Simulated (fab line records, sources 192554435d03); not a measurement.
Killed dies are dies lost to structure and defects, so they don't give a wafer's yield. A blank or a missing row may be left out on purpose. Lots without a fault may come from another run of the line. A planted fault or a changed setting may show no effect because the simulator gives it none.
Problem report in the 8D (eight disciplines) form, filled by code | flow n5_finfet | the parts of the form that need people (team, actions taken, sign-off) are left out

1. THE PROBLEM
raw_defect_count at N5_BEOL_M14_INSPECT_55 reads a mean of 529 on 9 wafers of 3 lots; wafers without a fault read 71 with a standard deviation of 25. That is +18 standard deviations from the usual mean.
The step: inspects for defects (darkfield).
First seen on wafer L651.1, day 16 04:04, on defect_inspect-02. The record holds 29 wafers of 10 lots with a number at this step. Rule for "out", or "out of limits": more than 4 standard deviations from the usual mean. The other wafers with a number count as sound.

2. WHAT IT IS AND WHAT IT IS NOT
question                    | is                                   | is not
which readings at this step | raw_defect_count                     | -
which lots                  | L651, L653, L656                     | L640, L641, L642, L645, L647, L648, L662
which wafers of those lots  | all that have a number               | -
read on which gauges        | defect_inspect-01, defect_inspect-02 | -
when                        | from day 16 04:04                    | up to then (17 sound wafers); but 3 sound wafers of L662 came after

3. SUSPECTS, AND WHAT RULES EACH OUT
Counting: a tool at a process step up to the reading stays a suspect if it ran every lot that is out and no sound lot after the first of them.
- the gauge at N5_BEOL_M14_INSPECT_55: ruled out. The wafers that are out were read on 2 gauges (defect_inspect-01, defect_inspect-02).
- pecvd-03 at N5_BEOL_M14_DEP_53 (deposits SiCN from 3MS/NH3, target thk 50 nm, time 17.8 s): kept. It ran every lot that is out, first L651 (day 16 03:58), and no sound lot after that; its last sound lot up to then is L642 (day 12 19:20).
Left after counting: pecvd-03 at N5_BEOL_M14_DEP_53.

4. THE CAUSE (what the simulator had put in)
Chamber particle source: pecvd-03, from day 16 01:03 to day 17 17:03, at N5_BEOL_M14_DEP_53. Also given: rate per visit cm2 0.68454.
Counting left only this tool.

5. THE CHAIN OF EFFECTS, in route order
Each row: a reading whose mean over the struck wafers that have a number lies more than 3 standard deviations from the usual. Only readings for which the record gives a usual standard deviation are gone through. hours: the time from each lot's start at the first step in this table that gives one to its start at this step, as a median over the lots. sigmas: the change in usual standard deviations.
hours | step                    | reading              | usual  | on struck wafers | change | sigmas
0     | N5_BEOL_M14_INSPECT_55  | raw_defect_count     | 71     | 529              | +458   | +18
27    | N5_PASSIVATION_PROBE_49 | defect_limited_yield | 91.0 % | 83.4             | -7.6   | -5.1
27    | N5_PASSIVATION_PROBE_49 | killed_at_M4_up      | 13     | 98               | +85    | +17
27    | N5_PASSIVATION_PROBE_49 | killed_dies          | 106    | 196              | +90    | +5.0
27    | N5_PASSIVATION_PROBE_49 | sort_bin_5_function  | 5.2 %  | 10.4             | +5.2   | +5.5
27    | N5_PASSIVATION_PROBE_49 | sort_n_pass          | 1074   | 984              | -90    | -5.0
27    | N5_PASSIVATION_PROBE_49 | sort_yield_pct       | 91.0 % | 83.4             | -7.6   | -5.1
The process steps in it:
- N5_PASSIVATION_PROBE_49

6. WHAT WOULD HAVE CAUGHT IT SOONER
In this record the first reading out of limits at a measuring or inspecting step was taken at day 16 04:04, 3 hours after the fault began at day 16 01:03.
Of the tool readings at N5_BEOL_M14_DEP_53 for which the record gives a usual standard deviation, none was out on any struck wafer, so an alarm limit of 4 standard deviations on them would not have fired.
Of the lots that are out (3), L653, L656 began N5_BEOL_M14_DEP_53 on pecvd-03 after day 16 04:04. A hold on the tool at that time would have spared those 2.
